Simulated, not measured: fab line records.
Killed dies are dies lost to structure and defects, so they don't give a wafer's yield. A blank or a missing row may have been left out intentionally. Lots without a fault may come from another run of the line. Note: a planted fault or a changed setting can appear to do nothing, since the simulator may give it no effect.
Matching of chambers    flow n5Finfet    N5_BEOL_M0_CUTY_DESCUM_61 on rieDiel-01 has 4 sister chambers
The step chemistry O2, time 7.9 s. 4 wafers are shown with their chamber, then 9 later ones without.

## WAFERS PAIRED WITH THEIR CHAMBERS
wafer   chamber  showerheadPlenumPTorr (Torr)
L090.1  3        2.09
L090.5  1        2.11
L092.1  0        2.20
L092.5  2        2.02

## WAFERS WHOSE CHAMBER IS MISSING
wafer   showerheadPlenumPTorr (Torr)
L093.1  2.09
L093.3  2.20
L093.5  2.02
L094.1  2.08
L094.4  2.20
L094.5  2.08
L097.4  2.11
L097.5  2.02
L097.6  2.08

## CHAMBER TAKEN BY EACH
wafer   from the rows above  in truth
L093.1  3                    3
L093.3  0                    0
L093.5  2                    2
L094.1  3                    3
L094.4  0                    0
L094.5  3                    3
L097.4  1                    1
L097.5  2                    2
L097.6  3                    3
Correctly placed: 9 of 9. Not placeable from these rows: 0. Wrongly placed: 0.
How it was worked out, from the rows above alone: a wafer's distance from a chamber is the root of the sum, over the readings, of the square of ((its reading less the chamber's mean) divided by the reading's scatter). The wafer belongs to the nearest chamber; if the next one is less than 2 further off, it can't be placed. A chamber's mean is the mean of its shown wafers. The scatter (one wafer shown for each chamber): square how far every hidden wafer sits from the nearest shown wafer, average those squares and take the square root.
